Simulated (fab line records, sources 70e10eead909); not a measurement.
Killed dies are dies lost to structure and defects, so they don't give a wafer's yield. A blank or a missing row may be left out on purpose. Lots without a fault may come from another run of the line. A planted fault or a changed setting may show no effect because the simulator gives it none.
One fault seen from 2 desks | flow nand_harc | each desk has only its own numbers; what lay behind them comes last

THE TOOL OWNER'S DESK: rie_diel-01
The tool's own readings at NHARC_A_SLIT_ETCH_15 (etches the open film in O2/COS, target depth 3200 nm, time 832 s): means of the sampled wafers that have a number, for each lot that ran on this tool. A lot is out of limits, marked OUT, if its mean lies more than 4 standard deviations from the usual mean; the brackets give that distance. Of its 9 readings 7 are shown: the one that was out of limits first, and those that lie furthest out on some lot.
Columns: A = bias_w at NHARC_A_SLIT_ETCH_15, usual 300.1 W; B = chamber_pressure_mTorr at NHARC_A_SLIT_ETCH_15, usual 20.000 mTorr; C = drypump_motor_current_A at NHARC_A_SLIT_ETCH_15, usual 5.8 A; D = oes_product_au at NHARC_A_SLIT_ETCH_15, usual 0.993 a.u.; E = rf_vpp_V at NHARC_A_SLIT_ETCH_15, usual 314.6 V; F = showerhead_plenum_p_Torr at NHARC_A_SLIT_ETCH_15, usual 3.15 Torr; G = throttle_valve_pct at NHARC_A_SLIT_ETCH_15, usual 28.331 %
lot  | first seen here | A     | B      | C   | D                | E     | F    | G
L841 | day 15 00:27    | 299.8 | 20.001 | 6.0 | 0.992            | 315.5 | 3.23 | 28.323
L843 | day 15 02:20    | 300.2 | 19.997 | 6.0 | 0.996            | 316.6 | 3.30 | 28.326
L845 | day 16 09:04    | 299.7 | 20.000 | 6.0 | 0.993            | 314.8 | 3.14 | 28.322
L851 | day 17 08:57    | 300.0 | 20.005 | 6.0 | 0.993            | 313.4 | 3.14 | 28.335
L854 | day 18 10:16    | 300.9 | 20.016 | 6.1 | 0.897 (-10) OUT  | 316.4 | 3.32 | 28.327
L856 | day 18 12:13    | 300.3 | 20.009 | 6.1 | 0.939 (-5.6) OUT | 316.1 | 3.28 | 28.342
L859 | day 18 22:05    | 299.6 | 19.992 | 6.0 | 0.896 (-10) OUT  | 314.4 | 3.17 | 28.330
This desk's finding: out of limits on L854, L856, L859; first on L854, day 18 10:16 (oes_product_au at NHARC_A_SLIT_ETCH_15). In limits: L841, L843, L845, L851.

THE METROLOGY DESK
What the gauges read, lot by lot, whatever tool the lot ran on: means of the sampled wafers that have a number. A lot is out of limits, marked OUT, if its mean lies more than 4 standard deviations from the usual mean; the brackets give that distance.
Columns: A = cd_nm at NHARC_A_SLIT_CD_MEAS_21, usual 289.5 nm
lot  | first seen here | A
L839 | day 15 03:37    | 288.4
L841 | day 15 04:46    | 290.5
L843 | day 15 06:25    | 289.3
L844 | day 15 09:33    | 288.6
L845 | day 16 12:17    | 288.8
L851 | day 17 12:20    | 291.2
L854 | day 18 13:24    | 290.1
L856 | day 18 15:24    | 289.0
L859 | day 19 02:20    | 289.1
L860 | day 19 20:47    | 290.3
L861 | day 20 11:07    | 289.5
This desk's finding: nothing out of limits on any of the 11 lots.

PUT TOGETHER
The tool owner's desk could have raised an alarm at day 18 10:16, on L854, L856, L859.
The metrology desk saw nothing out of limits.
The metrology desk has L854, L856, L859 on record, within its limits.
Of the lots named, all ran NHARC_A_SLIT_ETCH_15 on rie_diel-01.

WHAT THE SIMULATOR HAD PUT IN
Process parameter drift: rie_diel-01, from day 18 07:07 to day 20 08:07, at NHARC_A_SLIT_ETCH_15. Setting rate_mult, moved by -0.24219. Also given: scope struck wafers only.
Lots struck among those shown: L854, L856, L859.
Hours from the fault's start to each desk's first reading out of limits: the tool owner's desk, 3.
